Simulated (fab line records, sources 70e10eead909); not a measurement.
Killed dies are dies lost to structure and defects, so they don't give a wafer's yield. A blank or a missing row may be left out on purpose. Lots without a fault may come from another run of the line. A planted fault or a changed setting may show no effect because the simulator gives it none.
fab line records | flow nand_harc | part 1 of 2: steps 1 to 4 of 6
record lots=23 wafers=69 last_day=33
route steps=1302 shown A_CHANNEL_HOLE_D2@603 A_STAIRCASE@670
lots that met no fault: from a run of the same line without faults
start_h: hours from the record's first day to the start of the lot's first wafer shown | wait_h: hours since the lot's step before | " the same as in the row above | L1.1+2: a row that stands for several wafers | - no value, or no start given | * or withheld: withheld | < > ~ a bound
route shown NAME@n: a module of which the file shows steps, and the number in the route of the first | usual: mean/standard deviation of fault-free wafers | same: alike in all rows | chamber/n: place in a boat | sites: the reading at each site | _std_site: their standard deviation | _edge_site: outer sites' mean less inner sites' | radius_mm: how far each site lies from the wafer's centre | mask NAME#n: copy n | behind: the tool/chamber that last shaped the wafer | hold: why the lot was held/for how many hours/how that ended | device: the transistor (n, p or np) that didn't switch | end of line: the same wafers' tests at the end of the route | a step without rows: its recipe alone | killed: dies lost to structure and defects at the first sort, not the wafer's yield | map: a wafer's dies, x killed, . not, _ none there
set.NAME: the setting as run; set.NAME@STEP: as run at that earlier step | model.NAME: the simulator's own value behind a step, which no gauge read
steps of the route over a sample of lots; a table a step, a row a wafer
services: from which hour (start_h, from the record's first day; less than 0 if before it) a tool's chamber was out of use, for how many hours, and why
## steps
# step NHARC_A_CHANNEL_HOLE_D2_ETCH_44
# recipe target_depth_a=1400 overetch_a=140 time_s=77 ion_energy_ev=100 cf4_flow_sccm=80 o2_flow_sccm=20 ar_flow_sccm=0 rf_w=300 bias_w=100 chemistry=CF4/O2
# usual drypump_motor_current_A=5.7/0.42 oes_product_au=0.999/0.0078 rf_vpp_V=197.5/1.6 showerhead_plenum_p_Torr=1.32/0.069 throttle_valve_pct=13.398/0.0083
# columns lot.wafer tool chamber start_h wait_h drypump_motor_current_A oes_product_au rf_hours_counter_h rf_vpp_V showerhead_plenum_p_Torr throttle_valve_pct
L074.1 rie_diel-03 2 300.10 0.1 5.6 1.011 1 195.8 1.26 13.407
L074.3 " 3 " " 5.3 1.008 1 196.7 1.30 13.388
L074.6 " 1 " " 6.4 1.009 - 196.6 1.29 13.402
L075.3 rie_diel-03 1 328.32 0.1 6.4 1.010 2 195.8 1.29 13.404
L075.5 " 1 " " 6.5 1.008 - 197.6 1.29 13.409
L075.6 " 2 " " 5.6 1.007 - 195.2 1.26 13.383
L077.4 rie_diel-06 1 336.35 0.1 5.7 0.995 3 199.5 1.43 13.394
L077.3 " 2 " " 5.1 1.006 3 195.4 1.25 13.388
L077.5 " 3 " " 6.0 0.997 - 198.5 1.37 13.391
L078.2 rie_diel-06 0 344.25 0.1 5.5 1.006 4 197.5 1.25 13.408
L078.3 " 2 " " 5.1 1.004 3 196.4 1.25 13.410
L078.6 " 0 " " 5.5 0.999 - 197.0 1.25 13.408
L079.1 rie_diel-06 3 355.46 0.1 6.0 0.999 4 198.0 1.37 13.399
L079.2 " 0 " " 5.6 1.001 4 197.8 1.25 13.420
L079.6 " 2 " " 5.1 0.994 - 197.0 1.25 13.390
L081.1 rie_diel-06 0 362.15 0.1 5.5 1.000 5 196.4 1.25 13.392
L081.4 " 2 " " 5.1 1.003 4 195.1 1.25 13.402
L081.6 " 3 " " 6.0 0.991 - 198.1 1.37 13.400
L080.4 rie_diel-03 3 362.33 0.1 5.3 0.989 4 197.4 1.30 13.406
L080.1 " 1 " " 6.5 1.002 4 196.6 1.29 13.387
L080.5 " 2 " " 5.6 0.998 - 195.5 1.26 13.415
L082.2 rie_diel-06 2 375.72 0.1 5.1 0.998 5 196.2 1.25 13.389
L082.6 " 0 " " 5.6 0.999 - 196.7 1.25 13.403
L082.5 " 1 " " 5.8 0.999 - 199.3 1.43 13.375
L083.4 rie_diel-06 0 400.97 0.1 5.5 0.997 9 196.2 1.25 13.408
L083.2 " 1 " " 5.8 0.990 8 200.2 1.43 13.393
L083.6 " 1 " " 5.7 0.994 - 200.0 1.43 13.408
L085.4 rie_diel-03 2 402.89 0.1 5.6 1.017 5 195.0 1.26 13.389
L085.1 " 3 " " 5.3 0.998 5 197.2 1.30 13.386
L085.5 " 2 " " 5.6 1.008 - 195.8 1.26 13.386
L084.4 rie_diel-02 0 405.15 0.1 5.8 0.994 0 198.5 1.34 13.386
L084.3 " 1 " " 5.4 1.001 0 199.7 1.43 13.403
L084.5 " 2 " " 5.8 0.994 - 200.4 1.44 13.395
L086.2 rie_diel-06 0 418.66 0.1 5.5 1.001 9 197.1 1.25 13.407
L086.4 " 2 " " 5.1 1.010 7 197.4 1.25 13.403
L086.3 " 3 " " 6.0 1.001 8 197.4 1.37 13.385
L087.2 rie_diel-06 3 432.06 0.1 6.0 0.997 9 198.9 1.36 13.400
L087.3 " 0 " " 5.5 1.007 10 196.0 1.25 13.393
L087.4 " 2 " " 5.1 1.015 8 196.0 1.25 13.413
L089.4 rie_diel-03 0 451.97 0.1 6.3 1.009 6 195.9 1.26 13.388
L089.5 " 1 " " 6.4 1.004 - 198.2 1.28 13.404
L089.6 " 2 " " 5.6 1.007 - 195.9 1.26 13.394
L088.4 rie_diel-02 2 454.00 0.1 5.8 0.992 3 199.7 1.44 13.395
L088.3 " 1 " " 5.4 0.996 4 199.4 1.43 13.410
L088.6 " 3 " " 5.0 0.991 - 199.0 1.39 13.391
L090.1 rie_diel-06 1 464.12 0.1 5.7 0.996 11 199.5 1.43 13.406
L090.4 " 2 " " 5.1 1.016 10 195.9 1.25 13.394
L090.6 " 0 " " 5.5 1.005 - 196.1 1.25 13.388
L091.3 rie_diel-06 1 464.16 0.1 5.7 0.994 11 199.9 1.43 13.408
L091.2 " 2 " " 5.1 0.994 10 195.4 1.25 13.381
L091.5 " 3 " " 6.0 0.992 - 197.8 1.36 13.400
L092.3 rie_diel-03 2 480.85 0.1 5.6 1.002 0 196.9 1.26 13.389
L092.4 " 0 " " 6.3 1.000 0 195.8 1.26 13.410
L092.5 " 2 " " 5.6 0.999 - 197.1 1.26 13.402
L093.1 rie_diel-02 1 484.15 0.1 5.3 0.999 5 201.2 1.43 13.398
L093.2 " 2 " " 5.8 0.992 4 199.8 1.43 13.397
L093.3 " 3 " " 5.0 1.004 4 197.8 1.39 13.409
L094.2 rie_diel-02 3 513.27 0.1 4.9 0.993 6 197.6 1.39 13.406
L094.3 " 0 " " 5.8 0.999 8 197.5 1.34 13.402
L094.5 " 3 " " 4.9 0.990 - 198.3 1.39 13.400
L095.3 rie_diel-02 0 517.43 0.1 5.8 0.992 8 199.1 1.34 13.399
L095.6 " 3 " " 4.9 0.982 - 197.5 1.39 13.412
L095.5 " 0 " " 5.8 0.991 - 195.8 1.34 13.401
L097.3 rie_diel-03 3 531.62 0.1 5.3 1.006 1 196.5 1.30 13.413
L097.5 " 0 " " 6.3 1.010 - 195.4 1.26 13.406
L097.6 " 1 " " 6.4 1.000 - 196.0 1.28 13.398
L096.3 rie_diel-02 1 531.75 0.1 5.4 1.007 7 199.9 1.43 13.402
L096.2 " 3 " " 4.9 0.989 7 199.5 1.39 13.392
L096.6 " 1 " " 5.4 1.002 - 199.2 1.43 13.381
# step NHARC_A_CHANNEL_HOLE_D2_INSPECT_40
# usual raw_defect_count=286/96
# columns lot.wafer tool chamber start_h wait_h raw_defect_count
L074.1 defect_inspect-01 - 301.20 - 327
L074.3 " - " " 535
L074.6 " - " " 251
L075.3 defect_inspect-02 - 329.30 - 196
L075.5 " - " " 320
L075.6 " - " " 351
L077.3 defect_inspect-01 - 337.32 - 280
L077.4 " - " " 356
L077.5 " - " " 219
L078.2 defect_inspect-02 - 345.23 - 289
L078.3 " - " " 201
L078.6 " - " " 232
L079.1 defect_inspect-02 - 356.46 - 240
L079.2 " - " " 185
L079.6 " - " " 209
L081.1 defect_inspect-01 - 363.13 - 271
L081.4 " - " " 387
L081.6 " - " " 200
L080.1 defect_inspect-02 - 363.31 - 314
L080.4 " - " " 342
L080.5 " - " " 264
L082.2 defect_inspect-02 - 376.69 - 371
L082.5 " - " " 288
L082.6 " - " " 334
L083.2 defect_inspect-02 - 401.96 - 298
L083.4 " - " " 521
L083.6 " - " " 357
L085.1 defect_inspect-01 - 403.86 - 320
L085.4 " - " " 145
L085.5 " - " " 278
L084.3 defect_inspect-01 - 406.13 - 524
L084.4 " - " " 721
L084.5 " - " " 622
L086.2 defect_inspect-01 - 419.65 - 168
L086.3 " - " " 242
L086.4 " - " " 228
L087.2 defect_inspect-01 - 433.05 - 252
L087.3 " - " " 231
L087.4 " - " " 305
L089.4 defect_inspect-02 - 452.93 - 308
L089.5 " - " " 283
L089.6 " - " " 281
L088.3 defect_inspect-01 - 454.99 - 174
L088.4 " - " " 166
L088.6 " - " " 216
L090.1 defect_inspect-01 - 465.08 - 394
L090.4 " - " " 350
L090.6 " - " " 235
L091.2 defect_inspect-01 - 465.41 - 175
L091.3 " - " " 294
L091.5 " - " " 256
L092.3 defect_inspect-01 - 481.83 - 327
L092.4 " - " " 375
L092.5 " - " " 382
L093.1 defect_inspect-02 - 485.12 - 360
L093.2 " - " " 255
L093.3 " - " " 257
L094.2 defect_inspect-01 - 514.37 - 264
L094.3 " - " " 259
L094.5 " - " " 231
L095.3 defect_inspect-02 - 518.40 - 206
L095.5 " - " " 200
L095.6 " - " " 316
L097.3 defect_inspect-02 - 532.58 - 196
L097.5 " - " " 192
L097.6 " - " " 153
L096.2 defect_inspect-01 - 532.72 - 204
L096.3 " - " " 241
L096.6 " - " " 173
# step NHARC_A_STAIRCASE_TRIM_14
# recipe time_s=211.2 o2_flow_sccm=500 ar_flow_sccm=0 bias_w=0 chemistry=O2
# usual drypump_motor_current_A=5.8/0.39 oes_product_au=0.999/0.0065 rf_vpp_V=57.6/0.95 showerhead_plenum_p_Torr=3.47/0.16 throttle_valve_pct=17.036/0.0098
# columns lot.wafer tool chamber start_h wait_h drypump_motor_current_A oes_product_au rf_hours_counter_h rf_vpp_V showerhead_plenum_p_Torr throttle_valve_pct
L074.3 rie_diel-12 0 - - 6.6 1.011 23 56.3 3.37 17.034
L074.1 " 3 " " 5.7 0.997 28 56.8 3.42 17.037
L074.6 " 1 " " 5.2 0.996 - 57.0 3.47 17.036
L075.3 rie_diel-04 0 - - 5.6 0.993 4 56.4 3.29 17.038
L075.5 " 2 " " 5.7 0.995 - 57.6 3.54 17.031
L075.6 " 3 " " 6.3 0.992 - 57.5 3.50 17.048
L077.3 rie_diel-04 3 - - 6.3 0.993 8 57.1 3.50 17.012
L077.4 " 0 " " 5.6 0.996 8 56.7 3.29 17.040
L077.5 " 2 " " 5.7 0.998 - 57.3 3.54 17.027
L078.2 rie_diel-04 0 - - 5.6 0.999 10 57.6 3.29 17.037
L078.3 " 2 " " 5.7 0.993 11 57.8 3.53 17.058
L078.6 " 1 " " 5.7 1.001 - 57.4 3.80 17.039
L079.1 rie_diel-12 0 - - 6.6 1.009 42 56.3 3.36 17.047
L079.2 " 2 " " 6.0 0.997 43 58.3 3.36 17.016
L079.6 " 0 " " 6.6 1.001 - 59.1 3.36 17.026
L081.4 rie_diel-07 0 - - 5.5 0.997 37 57.0 3.27 17.045
L081.1 " 2 " " 5.4 0.992 39 57.6 3.36 17.031
L081.6 " 0 " " 5.5 1.009 - 55.9 3.28 17.033
L080.1 rie_diel-12 2 - - 6.0 1.000 44 57.3 3.36 17.028
L080.4 " 0 " " 6.6 1.002 44 58.0 3.36 17.045
L080.5 " 1 " " 5.2 0.988 - 58.6 3.46 17.049
L082.2 rie_diel-07 3 - - 5.4 1.000 42 57.2 3.52 17.028
L082.6 " 1 " " 5.7 0.998 - 56.7 3.43 17.044
L082.5 " 2 " " 5.4 1.000 - 55.0 3.36 17.033
L085.1 rie_diel-04 2 - - 5.7 1.000 32 57.5 3.52 17.049
L085.5 " 1 " " 5.7 1.001 - 56.9 3.79 17.031
L085.4 " 2 " " 5.7 0.995 - 58.3 3.52 17.036
L083.2 rie_diel-04 0 - - 5.6 1.006 25 58.6 3.28 17.020
L083.6 " 0 " " 5.6 0.996 - 57.4 3.28 17.017
L083.4 " 1 " " 5.7 0.998 - 60.2 3.79 17.051
L084.4 rie_diel-12 1 - - 5.2 0.997 1 57.4 3.45 17.045
L084.3 " 2 " " 6.1 0.995 1 59.3 3.35 17.022
L084.5 " 0 " " 6.6 1.014 - 56.3 3.35 17.040
L086.2 rie_diel-04 3 - - 6.3 1.000 36 57.5 3.48 17.032
L086.3 " 0 " " 5.6 0.999 29 57.9 3.28 17.038
L086.4 " 3 " " 6.3 0.994 - 57.5 3.48 17.032
L087.3 rie_diel-04 1 - - 5.8 0.996 42 58.8 3.78 17.037
L087.2 " 3 " " 6.3 1.000 42 57.1 3.48 17.030
L087.4 " 1 " " 5.7 0.995 - 60.1 3.78 17.057
L088.4 rie_diel-12 2 - - 6.1 0.996 18 57.2 3.35 17.032
L088.3 " 3 " " 5.7 1.015 17 56.4 3.39 17.029
L088.6 " 3 " " 5.8 1.009 - 57.1 3.40 17.034
L089.4 rie_diel-07 0 - - 5.4 0.999 7 58.9 3.80 17.029
L089.6 " 0 " " 5.5 1.005 - 57.7 3.80 17.040
L089.5 " 1 " " 5.7 1.007 - 57.1 3.42 17.049
L091.3 rie_diel-04 1 - - 5.8 1.001 54 58.6 3.78 17.029
L091.2 " 3 " " 6.3 0.998 57 57.2 3.47 17.027
L091.5 " 2 " " 5.7 0.995 - 58.0 3.51 17.048
L090.4 rie_diel-12 0 - - 6.6 1.011 23 55.6 3.34 17.037
L090.1 " 1 " " 5.2 1.003 22 58.0 3.44 17.035
L090.6 " 0 " " 6.6 1.006 - 57.2 3.34 17.048
L092.3 rie_diel-12 0 - - 6.6 0.999 29 57.6 3.34 17.042
L092.4 " 0 " " 6.5 1.013 - 57.6 3.34 17.026
L092.5 " 3 " " 5.7 1.001 - 57.7 3.39 17.026
L093.3 rie_diel-12 2 - - 6.1 0.999 29 56.1 3.34 17.032
L093.1 " 3 " " 5.7 1.001 32 58.6 3.39 17.039
L093.2 " 1 " " 5.1 0.993 32 56.7 3.43 17.050
L094.2 rie_diel-04 1 - - 5.7 1.001 7 58.1 3.77 17.037
L094.3 " 2 " " 5.7 1.001 7 57.5 3.51 17.029
L094.5 " 1 " " 5.7 0.992 - 58.6 3.77 17.035
L095.3 rie_diel-07 1 - - 5.7 0.997 26 56.9 3.41 17.035
L095.5 " 3 " " 5.4 1.004 - 58.0 3.49 17.040
L095.6 " 0 " " 5.5 1.008 - 58.7 3.79 17.035
L097.3 rie_diel-07 3 - - 5.5 1.013 31 58.4 3.49 17.041
L097.5 " 2 " " 5.4 0.996 - 56.9 3.34 17.020
L097.6 " 3 " " 5.5 1.009 - 57.6 3.49 17.028
L096.2 rie_diel-07 3 - - 5.5 1.008 31 58.3 3.49 17.041
L096.3 " 0 " " 5.5 0.999 32 58.1 3.79 17.048
L096.6 " 1 " " 5.7 0.988 - 57.4 3.41 17.025
# step NHARC_A_STAIRCASE_STRIP_175
# recipe power_w=1500 temp_c=250 chemistry=O2
# usual drypump_motor_current_A=6.06/0.23 heater_power_w=295/18
# columns lot.wafer tool chamber start_h wait_h drypump_motor_current_A heater_power_w rf_hours_counter_h
L074.1 plasma_asher-02 0 353.93 0.3 6.34 286 21
L074.3 " 0 " " 6.34 298 -
L074.6 " 0 " " 6.36 282 -
L075.3 plasma_asher-02 0 383.33 0.2 6.32 283 -
L075.6 " 0 " " 6.36 289 -
L075.5 " 1 " " 5.76 275 -
L077.3 plasma_asher-01 1 393.80 0.2 6.15 277 -
L077.4 " 0 " " 6.02 336 -
L077.5 " 1 " " 6.16 278 -
L078.2 plasma_asher-01 1 399.69 0.1 6.20 277 10
L078.3 " 1 " " 6.17 274 -
L078.6 " 0 " " 6.02 327 -
L079.1 plasma_asher-02 1 414.99 0.1 5.75 282 34
L079.2 " 0 " " 6.34 285 34
L079.6 " 1 " " 5.74 277 -
L080.1 plasma_asher-02 1 421.89 0.1 5.76 274 36
L080.4 " 1 " " 5.74 279 -
L080.5 " 1 " " 5.77 278 -
L081.1 plasma_asher-01 0 422.14 0.1 6.05 327 14
L081.4 " 0 " " 6.05 331 -
L081.6 " 1 " " 6.17 268 -
L082.2 plasma_asher-01 0 435.53 0.1 6.05 326 18
L082.6 " 1 " " 6.15 276 -
L082.5 " 0 " " 6.05 324 -
L085.1 plasma_asher-01 0 456.90 0.1 6.02 336 23
L085.4 " 1 " " 6.13 275 -
L085.5 " 1 " " 6.14 273 -
L083.2 plasma_asher-01 0 457.33 0.1 6.08 329 23
L083.4 " 1 " " 6.15 277 -
L083.6 " 0 " " 6.04 327 -
L084.3 plasma_asher-01 1 460.40 0.2 6.17 278 -
L084.4 " 0 " " 6.05 332 -
L084.5 " 1 " " 6.15 281 -
L086.2 plasma_asher-02 0 477.64 0.1 6.31 297 9
L086.4 " 0 " " 6.32 289 -
L086.3 " 1 " " 5.76 296 -
L087.2 plasma_asher-02 1 489.65 0.1 5.72 291 12
L087.4 " 1 " " 5.73 296 -
L087.3 " 0 " " 6.33 290 -
L088.3 plasma_asher-02 0 507.91 0.2 6.35 297 -
L088.4 " 1 " " 5.76 293 -
L088.6 " 1 " " 5.77 286 -
L089.4 plasma_asher-02 1 508.75 0.2 5.76 292 -
L089.6 " 1 " " 5.77 299 -
L089.5 " 0 " " 6.34 283 -
L091.2 plasma_asher-02 0 521.79 0.1 6.32 290 17
L091.3 " 0 " " 6.34 293 -
L091.5 " 1 " " 5.75 298 -
L090.1 plasma_asher-02 0 522.35 0.3 6.36 287 18
L090.4 " 1 " " 5.76 294 -
L090.6 " 1 " " 5.74 291 -
L092.3 plasma_asher-02 1 538.48 0.2 5.75 303 -
L092.4 " 0 " " 6.35 295 -
L092.5 " 1 " " 5.75 296 -
L093.2 plasma_asher-02 0 543.35 0.1 6.33 287 23
L093.1 " 1 " " 5.77 289 23
L093.3 " 1 " " 5.77 293 -
L094.2 plasma_asher-02 0 570.73 0.1 6.35 290 28
L094.3 " 1 " " 5.76 296 -
L094.5 " 0 " " 6.32 298 -
L095.3 plasma_asher-01 1 571.00 0.2 6.16 280 -
L095.5 " 1 " " 6.13 287 -
L095.6 " 0 " " 6.04 327 -
L097.3 plasma_asher-02 1 585.60 0.2 5.76 293 -
L097.5 " 1 " " 5.74 296 -
L097.6 " 0 " " 6.34 290 -
L096.2 plasma_asher-02 0 585.81 0.1 6.30 292 31
L096.3 " 0 " " 6.32 289 -
L096.6 " 1 " " 5.76 293 -
